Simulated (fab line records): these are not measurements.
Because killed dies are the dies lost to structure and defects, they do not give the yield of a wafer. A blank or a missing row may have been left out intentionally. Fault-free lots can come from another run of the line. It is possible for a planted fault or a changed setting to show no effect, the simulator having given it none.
Comparing a struck lot with a sound one    flow n5_finfet    18 steps out of a route of 1938
Sound: these wafers, L661.2, L661.4, L661.5. Struck: wafers L662.1, L662.2, L662.5. Last of all comes the cause.
Order at every step that has rows: each side's tool, ch and its chambers, its first start. Under that, the readings that differ: sound wafers    struck wafers    difference of the means    sigmas: that difference in standard deviations of wafers without a fault.
alike: readings with means less than 2 such deviations apart, plus words and numbers identical on both sides. not compared: withheld readings, readings lacking a value on some wafer, bounds such as >300 that could conceal the same value, and numbers that have no deviation in the record and whose values overlap.
Wherever a step has rows on one side only, a row that says differs or no value, or a row with sigmas, the two part there. Non-overlapping numbers with no deviation appear without sigmas and do not part them. Lack of a reading on every wafer of one side parts them only where that side has two or more wafers.

first, 9 steps without rows for these wafers: N5_PMOS_HMC_CHANNEL_EPI_HM_DEP_34 (deposits SiO2 from TEOS/O2, target thk 36 nm, time 6.9 s); N5_PMOS_HMC_CHANNEL_EPI_COAT_31 (time 60 s, resist thk 66 nm); N5_PMOS_HMC_CHANNEL_EPI_COAT_03 (resist thk 205 nm); N5_PMOS_HMC_CHANNEL_EPI_EBR_05; N5_PMOS_HMC_CHANNEL_EPI_SOFTBAKE_04 (time 60 s); N5_PMOS_HMC_CHANNEL_EPI_EXPOSE_06 (exposes mask PMOS HMC BLK, target cd 240 nm); N5_PMOS_HMC_CHANNEL_EPI_PEB_07 (peb time 60 s); N5_PMOS_HMC_CHANNEL_EPI_DEVELOP_08 (develop time 30 s); N5_PMOS_HMC_CHANNEL_EPI_DESCUM_14 (chemistry O2, time 7.9 s).
N5_PMOS_HMC_CHANNEL_EPI_ETCH_32: etches BARC in N2/H2, stops on SiO2, target depth 85.8 nm, time 50.3 s.
  sound on rie_diel-01 ch 0,2,3, day 2 17:28; struck on rie_diel-06 ch 0,1,2, day 2 23:24
  no value came back on the struck wafers for any of 7 readings (bias_w (W), chamber_pressure_mTorr (mTorr) and others); on the sound wafers bias_w (W) reads 149.5 150.3 150.0
reading                                                          sound              struck             difference  sigmas
model.CAR-ArF-block_of_PMOS_HMC_CHANNEL_EPI_COAT_03.thk_nm (nm)  131.5 130.5 133.2  198.6 198.6 197.5  +66.5       
model.PMOS_HMC_CHANNEL_EPI.cd_nm (nm)                            238 239 238.7      237.7 236 236.7    -1.8        
  not compared: rf_hours_counter_h
N5_PMOS_HMC_CHANNEL_EPI_HM_OPEN_15: chemistry CHF3/O2, target SiO2, target depth 40.6 nm, time 20.3 s.
  sound on rie_diel-01 ch 0,2,3, day 2 17:30; struck on rie_diel-06 ch 0,1,2, day 2 23:26
reading                                                          sound              struck             difference  sigmas
oes_product_au (a.u.)                                            0.75 0.84 0.86     0.26 0.28 0.26     -0.55       -7
model.CAR-ArF-block_of_PMOS_HMC_CHANNEL_EPI_COAT_03.thk_nm (nm)  91.89 89.41 93.25  157.8 158.3 157.9  +66.5       
  alike: drypump_motor_current_A, rf_vpp_V, showerhead_plenum_p_Torr, throttle_valve_pct
  not compared: rf_hours_counter_h
then, 3 steps without rows for these wafers: N5_PMOS_HMC_CHANNEL_EPI_STRIP_33 (strips in N2/H2); N5_PMOS_HMC_CHANNEL_EPI_STRIP_17 (strips in SPM, time 750 s); N5_PMOS_HMC_CHANNEL_EPI_ETCH_38 (etches SiO2 in CF4, target depth 1.5 nm).
N5_PMOS_HMC_CHANNEL_EPI_FIN_RECESS_16: chemistry HBr/Cl2, target Si, target depth 54 nm, time 18 s.
  sound on rie_si-01 ch 1,2, day 2 17:53; struck on rie_si-06 ch 0,3, day 2 23:49
reading                                sound            struck           difference  sigmas
model.PMOS_HMC_CHANNEL_EPI.cd_nm (nm)  238.1 239 238.7  237.6 236 236.5  -1.9        
  alike: HBr_flow_sccm, drypump_motor_current_A, oes_product_au, throttle_valve_pct
  not compared: rf_hours_counter_h
then, 1 step without rows for these wafers: N5_PMOS_HMC_CHANNEL_EPI_PRECLEAN_36 (cleans in O3/DIW, time 45 s).
N5_BEOL_M4_RC_MEAS_101:
  the record has rows for the sound wafers here (prober-01 ch 0, day 8 21:38) and none for the struck ones
-- here the record skips 11 days between the struck wafers' starts before and after, leaving off in module BEOL_M4 and picking up in module PASSIVATION (first step shown: number 1936 of the route) --
N5_PASSIVATION_PROBE_49:
  record: rows for the struck wafers here (prober-01, day 13 15:11), none for the sound ones

WHERE THEY PART
First at N5_PMOS_HMC_CHANNEL_EPI_ETCH_32; last, within this record, at N5_PASSIVATION_PROBE_49.

WHY: the cause the simulator had injected
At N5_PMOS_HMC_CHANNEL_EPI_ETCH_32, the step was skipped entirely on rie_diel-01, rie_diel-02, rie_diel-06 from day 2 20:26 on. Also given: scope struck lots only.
